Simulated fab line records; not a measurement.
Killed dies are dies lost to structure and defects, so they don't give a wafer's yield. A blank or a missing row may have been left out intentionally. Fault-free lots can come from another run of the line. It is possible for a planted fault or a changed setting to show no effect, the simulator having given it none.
Code-filled problem report in 8D (eight disciplines) form || flow n5-finfet || the parts of the form that need people (team, actions taken, sign-off) are left out

## 1. WHAT WENT WRONG
Wafers without a fault read 794.9 W, standard deviation 2.3; rf-fwd-power-W at N5_MIM_BOT_ETCH_ETCH_03 reads a mean of 1276.4 W on 6 wafers belonging to 2 lots. So: +99 or more standard deviations from the usual mean.
The step: etches the open film in Cl2/BCl3, target depth 12 nm.
Seen first at day 12 18:38 on rie-metal-01, wafer L890.2. The record has a number at this step for 18 wafers belonging to 6 lots. Rule for "out", or "out of limits": more than 4 standard deviations from the usual mean. The rest of the wafers with a number are treated as sound.

## 2. WHAT IT IS, AND WHAT IT ISN'T
{"question": "which readings at this step", "is": "rf-fwd-power-W", "is not": "drypump-motor-current-A, throttle-valve-pct"}
{"question": "which lots", "is": "L890, L896", "is not": "L887, L898, L902, L906"}
{"question": "which wafers of those lots", "is": "all that have a number", "is not": "-"}
{"question": "read on which tools", "is": "rie-metal-01", "is not": "rie-metal-02"}
{"question": "when", "is": "from day 12 18:38", "is not": "up to then (3 sound wafers); but 9 sound wafers of L898, L902, L906 came after"}

## 3. THE SUSPECTS, EACH WITH WHAT RULES IT OUT
Counting: any tool at a process step up to the reading is kept as a suspect provided that every lot that is out went through it and no sound lot did after the first of them.
- rie-metal-01 at N5_MIM_BOT_ETCH_ETCH_03 (etches the open film in Cl2/BCl3, target depth 12 nm): ruled out as a lasting fault. Sound lots L906 ran on it after its first lot that is out, L890 (day 12 18:38).
Left after counting: nothing in the record.

## 4. THE CAUSE (what the simulator had put in)
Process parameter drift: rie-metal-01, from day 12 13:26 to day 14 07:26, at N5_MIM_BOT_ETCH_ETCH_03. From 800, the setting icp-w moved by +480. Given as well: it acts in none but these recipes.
Counting ruled it out, wrongly.

## 5. SEQUENCE OF EFFECTS, ordered by route
Each row: a reading where the mean over the struck wafers with a number is more than 3 standard deviations away from the usual. Only readings whose record carries a usual standard deviation are examined. hours: median over the lots of the time between each lot's start at the first step of this table that gives one and its start at this step. sigmas: the change, counted in usual standard deviations.
{"hours": 0, "step": "N5_MIM_BOT_ETCH_ETCH_03", "reading": "oes-product-au", "usual": "0.80 a.u.", "on struck wafers": 1.07, "change": "+0.27", "sigmas": "+4.1"}
{"hours": 0, "step": "N5_MIM_BOT_ETCH_ETCH_03", "reading": "rf-fwd-power-W", "usual": "794.9 W", "on struck wafers": 1276.4, "change": "+481.5", "sigmas": "+99 or more"}
The process steps in it:
- N5_MIM_BOT_ETCH_ETCH_03: etches the open film in Cl2/BCl3, target depth 12 nm.

## 6. WHAT WOULD HAVE CAUGHT IT SOONER
The fault began at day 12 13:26; the first out-of-limits reading in this record came at day 12 18:38, 5 hours later.
